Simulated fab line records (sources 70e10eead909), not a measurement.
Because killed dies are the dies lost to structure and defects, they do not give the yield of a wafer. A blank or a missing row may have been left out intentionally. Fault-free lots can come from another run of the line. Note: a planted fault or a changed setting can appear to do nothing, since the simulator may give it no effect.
fab line records	flow nand_harc	part 1 of 2: steps 1 to 24 of 32
record: lots: 5	wafers: 15	last_day: 32
route steps=1302 shown P_M2@344 P_BONDPAD@351
lots that met no fault: taken from a fault-free run of the same line
start_h: hours from the record's first day to the start of the lot's first wafer shown	wait_h: hours elapsed since this lot's preceding step	" same as the row above	L1.1+2: one row covering several wafers at once	- no value, or no start was given	* or withheld: withheld	< > ~ a bound
route shown NAME@n: NAME is a module with steps in the file, n the number in the route of the first one	usual: mean/standard deviation of fault-free wafers	same: alike in all rows	chamber/n: place in a boat	sites: each site's reading	_std_site: the values' standard deviation	_edge_site: outer sites' mean less inner sites'	radius_mm: for every site, how far away it sits from the centre of the wafer	mask NAME#n: copy n	behind: the last tool/chamber to shape the wafer	hold: cause of the lot's hold/its duration in hours/its outcome	device: names the non-switching transistor (n, p or np)	end of line: at the end of the route, the tests of the same wafers	where a step has no rows: the recipe by itself	killed: dies that structure and defects cost at the first sort, which is not the same as the wafer's yield	map: a wafer's dies, marking killed ones x, the rest . and places with no die _
set.NAME: the setting that was run; set.NAME@STEP: the one run at that earlier step	model.NAME: the simulator's own value behind a step, which no gauge read
a table for each step, a row for each wafer; lots at some steps of the route
services: from which hour (start_h, from the record's first day; less than 0 if before it) a tool's chamber was out of use, for how many hours, and why
== steps ==
step: NHARC_P_M2_CMP_23
recipe: t_overpolish_s: 20	target_thk_nm: 144.3
usual: motor_current_A: 12.4/1	retaining_ring_pressure_frac: 1.000/0.0051	time_to_endpoint_s: 28.3/2.9
lot.wafer	tool	chamber	start_h	wait_h	motor_current_A	retaining_ring_pressure_frac	time_to_endpoint_s
L075.3	cmp-04	0	146.16	-	11.5	1.001	23.7
L075.4	"	2	"	"	13.2	0.997	27.1
L075.1	"	3	"	"	13.4	0.995	22.1
L076.3	cmp-02	1	150.07	-	11.4	0.993	29.6
L076.4	"	2	"	"	11.4	0.995	33.3
L076.6	"	0	"	"	10.5	1.002	30.4
L089.1	cmp-04	3	285.14	-	14.2	1.003	24.2
L089.3	"	0	"	"	11.6	1.005	25.4
L089.5	"	2	"	"	13.3	0.997	27.7
L090.3	cmp-01	3	299.49	-	11.5	1.002	26.5
L090.2	"	0	"	"	13.4	0.999	27.2
L090.6	"	3	"	"	11.3	1.003	28.4
L093.3	cmp-01	0	322.40	-	13.2	1.001	28.9
L093.6	"	2	"	"	12.8	0.998	32.2
L093.5	"	3	"	"	11.4	0.986	31.0
step: NHARC_P_M2_THK_MEAS_24
recipe: thk_meas_gauge: xrf
usual: thk_nm: 144.6/1.5
lot.wafer	tool	chamber	start_h	wait_h	thk_nm
L075.1	film_metro-01	-	146.47	-	142.5
L075.3	"	-	"	"	146.1
L075.4	"	-	"	"	144.5
L076.3	film_metro-02	-	150.33	-	144.6
L076.4	"	-	"	"	146.7
L076.6	"	-	"	"	143.9
L089.1	film_metro-01	-	285.40	-	142.0
L089.3	"	-	"	"	143.1
L089.5	"	-	"	"	143.7
L090.2	film_metro-01	-	299.78	-	145.1
L090.3	"	-	"	"	145.3
L090.6	"	-	"	"	146.7
L093.3	film_metro-01	-	322.66	-	145.2
L093.5	"	-	"	"	144.5
L093.6	"	-	"	"	144.7
step: NHARC_P_M2_SRD_25
lot.wafer	tool	chamber	start_h	wait_h
L075.1+4+3	wet_bench-10	5,6,1	146.51	0.0
L076.4+3+6	wet_bench-10	3,4,6	150.37	0.0
L089.5+1+3	wet_bench-10	2,4,5	285.45	0.0
L090.3+6+2	wet_bench-10	7,0,1	299.82	0.0
L093.3+5+6	wet_bench-08	2,3,5	322.70	0.0
step: NHARC_P_M2_INSPECT_27
usual: raw_defect_count: 329/120
lot.wafer	tool	chamber	start_h	wait_h	raw_defect_count
L075.1	defect_inspect-01	-	146.63	0.0	337
L075.3	"	-	"	"	563
L075.4	"	-	"	"	222
L076.3	defect_inspect-02	-	150.49	0.0	661
L076.4	"	-	"	"	478
L076.6	"	-	"	"	353
L089.1	defect_inspect-01	-	285.56	0.0	439
L089.3	"	-	"	"	174
L089.5	"	-	"	"	233
L090.2	defect_inspect-01	-	299.94	0.0	285
L090.3	"	-	"	"	179
L090.6	"	-	"	"	275
L093.3	defect_inspect-02	-	322.81	0.0	267
L093.5	"	-	"	"	149
L093.6	"	-	"	"	175
step: NHARC_P_M2_PRE_CLEAN_32
recipe: time_s: 12	temp_c: 370	rf_power_w: 300	gas: NH3
usual: heater_power_w: 612/70
lot.wafer	tool	chamber	start_h	wait_h	heater_power_w
L075.3	pecvd-03	0	146.71	0.1	548
L075.1	"	1	"	"	584
L075.4	"	1	"	"	560
L076.3	pecvd-04	2	150.55	0.1	533
L076.6	"	2	"	"	523
L076.4	"	0	"	"	662
L089.3	pecvd-03	1	285.63	0.1	592
L089.1	"	0	"	"	589
L089.5	"	2	"	"	697
L090.3	pecvd-01	1	300.00	0.1	579
L090.2	"	2	"	"	698
L090.6	"	2	"	"	667
L093.3	pecvd-04	2	322.88	0.1	570
L093.6	"	0	"	"	676
L093.5	"	1	"	"	621
step: NHARC_P_M2_DEP_33
recipe: target_thk_a: 300	temp_c: 370	target_thk_nm: 30	pressure_torr: 3	flow_sccm: 200	rf_w: 450	material: SiCN
usual: heater_power_w: 552/74
lot.wafer	tool	chamber	start_h	wait_h	heater_power_w
L075.3	pecvd-03	0	146.81	0.1	484
L075.1	"	1	"	"	517
L075.4	"	1	"	"	551
L076.3	pecvd-04	2	150.63	0.1	502
L076.6	"	2	"	"	512
L076.4	"	0	"	"	618
L089.3	pecvd-03	1	285.71	0.1	550
L089.1	"	0	"	"	484
L089.5	"	2	"	"	540
L090.3	pecvd-01	1	300.08	0.1	518
L090.2	"	2	"	"	661
L090.6	"	2	"	"	657
L093.3	pecvd-04	2	322.96	0.1	503
L093.6	"	0	"	"	588
L093.5	"	1	"	"	555
step: NHARC_P_BONDPAD_DEP_00
recipe: target_thk_a: 2500	temp_c: 370	target_thk_nm: 250	pressure_torr: 3	flow_sccm: 200	rf_w: 450	material: SiCN
usual: heater_power_w: 576/86
lot.wafer	tool	chamber	start_h	wait_h	heater_power_w
L075.3	pecvd-01	1	147.23	-	550
L075.1	"	2	"	"	621
L075.4	"	0	"	"	641
L076.3	pecvd-01	0	151.04	-	744
L076.4	"	0	"	"	770
L076.6	"	1	"	"	509
L089.3	pecvd-01	0	286.12	-	657
L089.1	"	2	"	"	662
L089.5	"	0	"	"	679
L090.2	pecvd-04	2	300.49	-	515
L090.3	"	1	"	"	482
L090.6	"	2	"	"	527
L093.3	pecvd-04	0	-	-	571
L093.6	"	1	"	"	490
L093.5	"	2	"	"	539
step: NHARC_P_BONDPAD_CMP_32
recipe: target_thk_nm: 200	material: SiCN
usual: motor_current_A: 11.6/1.3	retaining_ring_pressure_frac: 1.000/0.0049
lot.wafer	tool	chamber	start_h	wait_h	motor_current_A	retaining_ring_pressure_frac
L075.4	cmp-02	1	147.59	-	12.2	0.997
L075.1	"	2	"	"	10.9	1.000
L075.3	"	3	"	"	11.7	0.997
L076.3	cmp-02	0	151.47	-	10.2	1.008
L076.4	"	1	"	"	11.5	1.005
L076.6	"	3	"	"	12.3	1.005
L089.3	cmp-03	1	286.53	-	10.2	1.000
L089.1	"	2	"	"	12.8	1.005
L089.5	"	1	"	"	10.2	0.991
L090.3	cmp-03	1	300.90	-	11.3	1.000
L090.2	"	0	"	"	8.1	0.999
L090.6	"	2	"	"	12.7	1.002
L093.3	cmp-02	2	323.88	-	10.8	0.999
L093.5	"	2	"	"	11.3	1.002
L093.6	"	3	"	"	11.8	0.998
step: NHARC_P_BONDPAD_THK_MEAS_33
recipe: thk_meas_gauge: ellipsometry
usual: thk_nm: 199.7/1.7
lot.wafer	tool	chamber	start_h	wait_h	thk_nm
L075.1	film_metro-01	-	147.84	0.2	202.4
L075.3	"	-	"	"	202.3
L075.4	"	-	"	"	202.8
L076.3	film_metro-01	-	151.70	0.2	198.9
L076.4	"	-	"	"	201.2
L076.6	"	-	"	"	199.1
L089.1	film_metro-01	-	286.78	0.2	199.1
L089.3	"	-	"	"	200.8
L089.5	"	-	"	"	201.2
L090.2	film_metro-01	-	301.15	0.2	200.4
L090.3	"	-	"	"	200.1
L090.6	"	-	"	"	197.8
L093.3	film_metro-01	-	324.13	0.2	200.6
L093.5	"	-	"	"	201.5
L093.6	"	-	"	"	198.8
step: NHARC_P_BONDPAD_SRD_34
lot.wafer	tool	chamber	start_h	wait_h
L075.4+3+1	wet_bench-10	2,3,6	147.89	0.0
L076.4+6+3	wet_bench-08	7,2,3	151.74	0.0
L089.1+3+5	wet_bench-10	1,2,5	286.82	0.0
L090.6+3+2	wet_bench-10	2,3,4	301.21	0.0
L093.3+6+5	wet_bench-08	6,7,0	324.18	0.0
step: NHARC_P_BONDPAD_DEHYDRATE_01
recipe: temp_c: 150	time_s: 120
usual: resist_line_temp_C: 23.01/0.1
lot.wafer	tool	chamber	start_h	wait_h	resist_line_temp_C
L075.1	litho_track-05	0	147.97	0.1	22.91
L075.3	"	0	"	"	22.85
L075.4	"	0	"	"	23.08
L076.3	litho_track-07	0	151.82	0.1	23.04
L076.4	"	0	"	"	23.01
L076.6	"	0	"	"	23.08
L089.1	litho_track-07	0	286.91	0.1	23.02
L089.3	"	0	"	"	22.91
L089.5	"	0	"	"	23.07
L090.2	litho_track-02	0	301.28	0.1	22.89
L090.3	"	0	"	"	23.06
L090.6	"	0	"	"	22.98
L093.3	litho_track-05	0	324.25	0.1	22.92
L093.5	"	0	"	"	22.78
L093.6	"	0	"	"	22.99
step: NHARC_P_BONDPAD_HMDS_02
recipe: time_s: 30
usual: resist_line_temp_C: 22.95/0.11
lot.wafer	tool	chamber	start_h	wait_h	resist_line_temp_C
L075.1	litho_track-05	0	-	-	22.77
L075.3	"	0	"	"	22.87
L075.4	"	0	"	"	22.95
L076.3	litho_track-07	0	-	-	22.75
L076.4	"	0	"	"	22.91
L076.6	"	0	"	"	22.98
L089.1	litho_track-07	0	-	-	22.94
L089.3	"	0	"	"	23.04
L089.5	"	0	"	"	22.95
L090.2	litho_track-02	0	-	-	22.95
L090.3	"	0	"	"	23.18
L090.6	"	0	"	"	22.99
L093.3	litho_track-05	0	-	-	22.94
L093.5	"	0	"	"	22.90
L093.6	"	0	"	"	22.86
step: NHARC_P_BONDPAD_COAT_36
recipe: temp_c: 200	time_s: 65
usual: resist_line_temp_C: 23.01/0.11
lot.wafer	tool	chamber	start_h	wait_h	resist_line_temp_C
L075.1	litho_track-05	0	-	-	22.84
L075.3	"	0	"	"	23.00
L075.4	"	0	"	"	22.99
L076.3	litho_track-07	0	-	-	23.01
L076.4	"	0	"	"	23.06
L076.6	"	0	"	"	22.79
L089.1	litho_track-07	0	-	-	23.13
L089.3	"	0	"	"	23.12
L089.5	"	0	"	"	23.09
L090.2	litho_track-02	0	-	-	23.02
L090.3	"	0	"	"	22.82
L090.6	"	0	"	"	23.01
L093.3	litho_track-05	0	-	-	23.05
L093.5	"	0	"	"	22.85
L093.6	"	0	"	"	23.06
step: NHARC_P_BONDPAD_COAT_03
recipe: spin_rpm: 2000	resist_thk_nm: 600
usual: dispense_pressure_kPa: 53/3.7	resist_line_temp_C: 23.00/0.099
lot.wafer	tool	chamber	start_h	wait_h	dispense_pressure_kPa	resist_line_temp_C
L075.1	litho_track-05	0	-	-	59	22.98
L075.3	"	0	"	"	59	22.85
L075.4	"	0	"	"	59	22.87
L076.3	litho_track-07	0	-	-	51	23.02
L076.4	"	0	"	"	51	22.91
L076.6	"	0	"	"	51	22.99
L089.1	litho_track-07	0	-	-	51	23.03
L089.3	"	0	"	"	51	23.05
L089.5	"	0	"	"	51	23.19
L090.2	litho_track-02	0	-	-	51	22.80
L090.3	"	0	"	"	51	22.93
L090.6	"	0	"	"	51	23.01
L093.3	litho_track-05	0	-	-	59	23.05
L093.5	"	0	"	"	59	23.09
L093.6	"	0	"	"	59	22.91
step: NHARC_P_BONDPAD_SOFTBAKE_04
recipe: temp_c: 125	time_s: 70
usual: resist_line_temp_C: 23.02/0.1
lot.wafer	tool	chamber	start_h	wait_h	resist_line_temp_C
L075.1	litho_track-05	0	-	-	22.97
L075.3	"	0	"	"	23.02
L075.4	"	0	"	"	22.90
L076.3	litho_track-07	0	-	-	23.03
L076.4	"	0	"	"	22.99
L076.6	"	0	"	"	22.95
L089.1	litho_track-07	0	-	-	22.89
L089.3	"	0	"	"	23.10
L089.5	"	0	"	"	22.85
L090.2	litho_track-02	0	-	-	22.91
L090.3	"	0	"	"	23.09
L090.6	"	0	"	"	22.99
L093.3	litho_track-05	0	-	-	23.21
L093.5	"	0	"	"	23.14
L093.6	"	0	"	"	22.90
step: NHARC_P_BONDPAD_EBR_05
usual: resist_line_temp_C: 23.00/0.11
lot.wafer	tool	chamber	start_h	wait_h	resist_line_temp_C
L075.1	litho_track-05	0	-	-	23.13
L075.3	"	0	"	"	22.90
L075.4	"	0	"	"	23.02
L076.3	litho_track-07	0	-	-	23.04
L076.4	"	0	"	"	22.93
L076.6	"	0	"	"	22.80
L089.1	litho_track-07	0	-	-	23.02
L089.3	"	0	"	"	23.06
L089.5	"	0	"	"	23.00
L090.2	litho_track-02	0	-	-	23.03
L090.3	"	0	"	"	23.06
L090.6	"	0	"	"	23.15
L093.3	litho_track-05	0	-	-	22.93
L093.5	"	0	"	"	22.95
L093.6	"	0	"	"	22.97
step: NHARC_P_BONDPAD_EXPOSE_06
recipe: na: 0.55	dose_mj: 37.06	mask_id: P_BPAD
usual: stage_vel_mm_s: 500.02/0.24
lot.wafer	tool	chamber	start_h	wait_h	mask	stage_vel_mm_s
L075.1	krf_scanner-02	0	148.26	-	P_BPAD#0	500.10
L075.3	"	0	"	"	P_BPAD#0	499.98
L075.4	"	0	"	"	P_BPAD#0	500.15
L076.3	krf_scanner-01	0	152.12	-	P_BPAD#0	499.50
L076.4	"	0	"	"	P_BPAD#0	499.67
L076.6	"	0	"	"	P_BPAD#0	499.58
L089.1	krf_scanner-04	0	287.20	-	P_BPAD#0	499.96
L089.3	"	0	"	"	P_BPAD#0	500.01
L089.5	"	0	"	"	P_BPAD#0	500.06
L090.2	krf_scanner-01	0	301.46	-	P_BPAD#0	499.99
L090.3	"	0	"	"	P_BPAD#0	499.90
L090.6	"	0	"	"	P_BPAD#0	500.03
L093.3	krf_scanner-01	0	324.55	-	P_BPAD#0	500.02
L093.5	"	0	"	"	P_BPAD#0	499.73
L093.6	"	0	"	"	P_BPAD#0	500.25
step: NHARC_P_BONDPAD_PEB_07
recipe: peb_temp_c: 128	peb_time_s: 80
usual: resist_line_temp_C: 22.99/0.11
same: peb_time_s: 80
lot.wafer	tool	chamber	start_h	wait_h	resist_line_temp_C
L075.1	litho_track-05	0	148.32	0.1	22.85
L075.3	"	0	"	"	22.90
L075.4	"	0	"	"	22.87
L076.3	litho_track-05	0	152.17	0.0	23.11
L076.4	"	0	"	"	23.02
L076.6	"	0	"	"	22.96
L089.1	litho_track-05	0	287.26	0.1	22.92
L089.3	"	0	"	"	23.05
L089.5	"	0	"	"	22.99
L090.2	litho_track-07	0	301.52	0.1	23.08
L090.3	"	0	"	"	23.04
L090.6	"	0	"	"	23.00
L093.3	litho_track-07	0	324.61	0.1	23.19
L093.5	"	0	"	"	23.13
L093.6	"	0	"	"	23.14
step: NHARC_P_BONDPAD_DEVELOP_08
recipe: time_s: 50	dev_temp_c: 22
usual: resist_line_temp_C: 22.99/0.11
lot.wafer	tool	chamber	start_h	wait_h	resist_line_temp_C
L075.1	litho_track-05	0	-	-	22.91
L075.3	"	0	"	"	23.05
L075.4	"	0	"	"	23.02
L076.3	litho_track-05	0	-	-	22.91
L076.4	"	0	"	"	22.93
L076.6	"	0	"	"	23.08
L089.1	litho_track-05	0	-	-	23.01
L089.3	"	0	"	"	22.94
L089.5	"	0	"	"	22.92
L090.2	litho_track-07	0	-	-	22.95
L090.3	"	0	"	"	23.02
L090.6	"	0	"	"	22.94
L093.3	litho_track-07	0	-	-	22.88
L093.5	"	0	"	"	23.01
L093.6	"	0	"	"	22.92
step: NHARC_P_BONDPAD_CD_MEAS_09
recipe: target_cd_nm: 500	landing_energy_ev: 500
usual: cd_nm: 498.7/2.6
same: landing_energy_ev: 500
lot.wafer	tool	chamber	start_h	wait_h	cd_nm
L075.1	cd_sem-03	0	148.41	-	496.4
L075.3	"	0	"	"	497.2
L075.4	"	0	"	"	497.3
L076.3	cd_sem-03	0	152.26	-	499.9
L076.4	"	0	"	"	499.1
L076.6	"	0	"	"	498.2
L089.1	cd_sem-01	0	287.35	-	496.5
L089.3	"	0	"	"	497.3
L089.5	"	0	"	"	498.5
L090.2	cd_sem-03	0	301.60	-	500.6
L090.3	"	0	"	"	503.9
L090.6	"	0	"	"	502.5
L093.3	cd_sem-01	0	324.70	-	499.4
L093.5	"	0	"	"	500.2
L093.6	"	0	"	"	502.5
step: NHARC_P_BONDPAD_OVL_MEAS_38
usual: overlay_x_nm: -1/5.3	overlay_y_nm: -1/4
lot.wafer	tool	chamber	start_h	wait_h	overlay_x_nm	overlay_y_nm
L075.1	overlay-02	-	148.50	-	7	-3
L075.3	"	-	"	"	7	-2
L075.4	"	-	"	"	7	-3
L076.3	overlay-01	-	152.35	-	-5	-4
L076.4	"	-	"	"	-5	-5
L076.6	"	-	"	"	-5	-4
L089.1	overlay-01	-	287.43	-	-1	-4
L089.3	"	-	"	"	-1	-4
L089.5	"	-	"	"	-2	-4
L090.2	overlay-01	-	301.69	-	3	-3
L090.3	"	-	"	"	2	-3
L090.6	"	-	"	"	3	-3
L093.3	overlay-02	-	324.78	-	7	5
L093.5	"	-	"	"	7	5
L093.6	"	-	"	"	7	5
step: NHARC_P_BONDPAD_HARDBAKE_10
recipe: temp_c: 118	time_s: 65
usual: resist_line_temp_C: 22.97/0.1
lot.wafer	tool	chamber	start_h	wait_h	resist_line_temp_C
L075.1	litho_track-05	0	148.54	0.0	23.02
L075.3	"	0	"	"	23.04
L075.4	"	0	"	"	22.99
L076.3	litho_track-02	0	152.40	0.1	23.09
L076.4	"	0	"	"	22.92
L076.6	"	0	"	"	22.97
L089.1	litho_track-05	0	287.48	0.0	23.08
L089.3	"	0	"	"	22.92
L089.5	"	0	"	"	22.91
L090.2	litho_track-02	0	301.74	0.0	23.10
L090.3	"	0	"	"	22.86
L090.6	"	0	"	"	23.17
L093.3	litho_track-05	0	324.83	0.0	22.94
L093.5	"	0	"	"	22.76
L093.6	"	0	"	"	22.77
step: NHARC_P_BONDPAD_DESCUM_11
recipe: time_s: 3	o2_flow_sccm: 200	ar_flow_sccm: 0	bias_power_w: 0	chemistry: O2
usual: drypump_motor_current_A: 5.7/0.48	mfc_ar_sccm: 0.006/0.012	oes_product_au: 0.997/0.01	rf_vpp_V: 57.7/0.81	showerhead_plenum_p_Torr: 1.92/0.091	throttle_valve_pct: 11.311/0.0086
lot.wafer	tool	chamber	start_h	wait_h	drypump_motor_current_A	mfc_ar_sccm	oes_product_au	rf_hours_counter_h	rf_vpp_V	showerhead_plenum_p_Torr	throttle_valve_pct
L075.4	rie_diel-12	0	148.62	-	5.9	0.028	0.993	5.1	59.6	2.03	11.316
L075.3	"	1	"	"	5.8	0.025	1.010	4.7	58.5	1.96	11.322
L075.1	"	2	"	"	5.9	0	0.985	3.7	56.7	1.79	11.323
L076.3	rie_diel-08	1	152.48	-	5.1	0	0.977	6.9	58.1	1.85	11.296
L076.4	"	3	"	"	5.5	0	0.993	7.8	58.5	2.06	11.315
L076.6	"	0	"	"	5.7	0.032	1.004	-	56.9	1.83	11.317
L089.1	rie_diel-13	1	287.57	-	5.5	0	0.995	2.6	57.7	1.98	11.293
L089.3	"	2	"	"	5.4	0	0.987	2.7	57.5	1.82	11.321
L089.5	"	1	"	"	5.5	0	0.992	-	57.4	1.98	11.307
L090.3	rie_diel-13	0	301.82	-	6.6	0	1.013	3.5	56.7	1.81	11.302
L090.2	"	1	"	"	5.5	0	1.003	3.1	57.5	1.98	11.317
L090.6	"	0	"	"	6.6	0	1.004	-	57.2	1.81	11.303
L093.3	rie_diel-13	3	324.92	-	5.9	0	0.986	4.2	57.6	1.98	11.312
L093.5	"	1	"	"	5.5	0	0.989	-	57.8	1.98	11.314
L093.6	"	2	"	"	5.4	0	0.997	-	57.7	1.82	11.301
step: NHARC_P_BONDPAD_ETCH_37
recipe: target_depth_a: 600	overetch_a: 180	time_s: 65.91	ion_energy_ev: 200	n2_flow_sccm: 150	h2_flow_sccm: 150	ar_flow_sccm: 0	rf_w: 400	bias_w: 150	chemistry: N2/H2
usual: drypump_motor_current_A: 5.7/0.48	mfc_ar_sccm: 0.006/0.012	oes_product_au: 0.998/0.011	rf_vpp_V: 430.6/2.9	showerhead_plenum_p_Torr: 2.04/0.1	throttle_valve_pct: 14.171/0.0084
lot.wafer	tool	chamber	start_h	wait_h	drypump_motor_current_A	mfc_ar_sccm	oes_product_au	rf_hours_counter_h	rf_vpp_V	showerhead_plenum_p_Torr	throttle_valve_pct
L075.1	rie_diel-12	1	148.70	0.1	5.8	0.025	1.008	4.7	431.1	2.09	14.163
L075.4	"	2	"	"	5.9	0	0.995	3.7	427.0	1.91	14.168
L075.3	"	0	"	"	5.9	0.028	1.002	5.1	433.9	2.17	14.181
L076.4	rie_diel-08	0	152.56	0.1	5.7	0.032	1.013	6.8	429.8	1.95	14.170
L076.3	"	2	"	"	5.1	0	1.002	7.9	432.1	2.06	14.184
L076.6	"	3	"	"	5.5	0	0.985	-	435.1	2.20	14.171
L089.3	rie_diel-13	0	287.66	0.1	6.6	0	1.011	2.9	427.5	1.93	14.173
L089.1	"	1	"	"	5.5	0	0.989	2.6	431.4	2.11	14.185
L089.5	"	2	"	"	5.3	0	0.998	-	428.4	1.93	14.175
L090.3	rie_diel-13	0	301.90	0.1	6.6	0	1.005	3.5	427.8	1.93	14.172
L090.2	"	2	"	"	5.4	0	0.987	3.3	429.5	1.93	14.176
L090.6	"	0	"	"	6.6	0	1.006	-	427.7	1.93	14.162
L093.3	rie_diel-13	3	325.01	0.1	5.9	0	0.994	4.2	431.7	2.11	14.178
L093.6	"	0	"	"	6.6	0	1.005	-	427.1	1.93	14.170
L093.5	"	1	"	"	5.5	0	0.983	-	433.1	2.11	14.182
